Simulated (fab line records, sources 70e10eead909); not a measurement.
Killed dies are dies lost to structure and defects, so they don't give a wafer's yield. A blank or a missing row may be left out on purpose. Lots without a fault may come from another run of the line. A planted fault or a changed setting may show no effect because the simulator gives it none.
A struck lot beside a sound one | flow nand_harc | 18 steps out of a route of 1302
Sound: wafers L339.4, L339.5, L339.6. Struck: wafers L349.1, L349.4, L349.6. The cause comes at the end.
At each step with rows: each side's tool, then ch and its chambers, then its first start. Under that, the readings that differ: sound wafers | struck wafers | difference of the means | sigmas: that difference in standard deviations of wafers without a fault.
alike: readings whose means differ by less than 2 such deviations, and words and numbers that are the same on both sides. not compared: withheld readings, readings that some wafer has no value for, bounds like >300 that may hide the same value, and numbers for which the record gives no deviation and whose values overlap.
The two part at a step that has a row with sigmas, a row that says differs or no value, or rows on one side only. Numbers that don't overlap but have no deviation are shown without sigmas and don't part them. A reading that every wafer of one side lacks parts them only if that side has two wafers or more.

first, 1 step without rows for these wafers: NHARC_P_M1_SRD_25.
NHARC_P_M1_INSPECT_27:
  sound on defect_inspect-02, day 7 15:16; struck on defect_inspect-02, day 11 17:38
  alike: raw_defect_count
NHARC_P_M1_PRE_CLEAN_32: time 12 s.
  sound on pecvd-02 ch 0,1,2, day 7 15:22; struck on pecvd-03 ch 0,2, day 11 17:43
  alike: heater_power_w
NHARC_P_M1_DEP_33: deposits SiCN, target thk 30 nm.
  sound on pecvd-02 ch 0,1,2, day 7 15:32; struck on pecvd-03 ch 0,2, day 11 17:53
  alike: heater_power_w
then, 7 steps without rows for these wafers: NHARC_P_M2_DEP_00 (deposits SiOC, target thk 182.5 nm); NHARC_P_M2_DEHYDRATE_01 (time 120 s); NHARC_P_M2_HMDS_02 (time 30 s); NHARC_P_M2_COAT_34 (time 65 s); NHARC_P_M2_COAT_03 (resist thk 90 nm); NHARC_P_M2_SOFTBAKE_04 (time 55 s); NHARC_P_M2_EBR_05.
NHARC_P_M2_EXPOSE_06: exposes mask P M2, target cd 170 nm.
  sound on arfi_scanner-01 ch 0, day 7 16:32; struck on arfi_scanner-01 ch 0, day 11 19:03
  reading                      | sound                   | struck            | difference | sigmas
  model.P_M2.overlay_x_nm (nm) | -0.1443 -0.1443 -0.1443 | 41.39 41.39 41.39 | +41.53     |
  alike: mask
then, 2 steps without rows for these wafers: NHARC_P_M2_PEB_07 (peb time 65 s); NHARC_P_M2_DEVELOP_08 (develop time 35 s).
NHARC_P_M2_CD_MEAS_09: target cd 170 nm.
  sound on cd_sem-02 ch 0, day 7 16:40; struck on cd_sem-02 ch 0, day 11 19:11
  alike: cd_nm
NHARC_P_M2_OVL_MEAS_10: pitch 340 nm.
  sound on overlay-02, day 7 16:44; struck on overlay-01, day 11 19:17
  reading           | sound         | struck         | difference | sigmas
  overlay_x_nm (nm) | 0.0 -0.3 -0.7 | 41.5 41.0 41.3 | +41.6      | +53
  alike: overlay_y_nm
NHARC_P_M2_INSPECT_11:
  sound on defect_inspect-02, day 7 16:47; struck on defect_inspect-02, day 11 19:19
  alike: raw_defect_count
-- the record jumps here: 18 days lie between the struck wafers' starts before and after (it left off in module P_M2 and takes up again in module END, whose first step shown is number 1302 of the route) --
NHARC_END_SORT_01:
  sound on prober-01 ch 0, day 25 05:19; struck on prober-02 ch 0, day 29 23:57
  alike: defect_limited_yield, killed_at_array, killed_at_other, killed_at_periphery, killed_dies, killed_open, killed_short

WHERE THEY PART
Only at NHARC_P_M2_OVL_MEAS_10, within this record. Later steps at which nothing parts them and some readings are alike: NHARC_P_M2_INSPECT_11, NHARC_END_SORT_01.

WHY: what the simulator had put in
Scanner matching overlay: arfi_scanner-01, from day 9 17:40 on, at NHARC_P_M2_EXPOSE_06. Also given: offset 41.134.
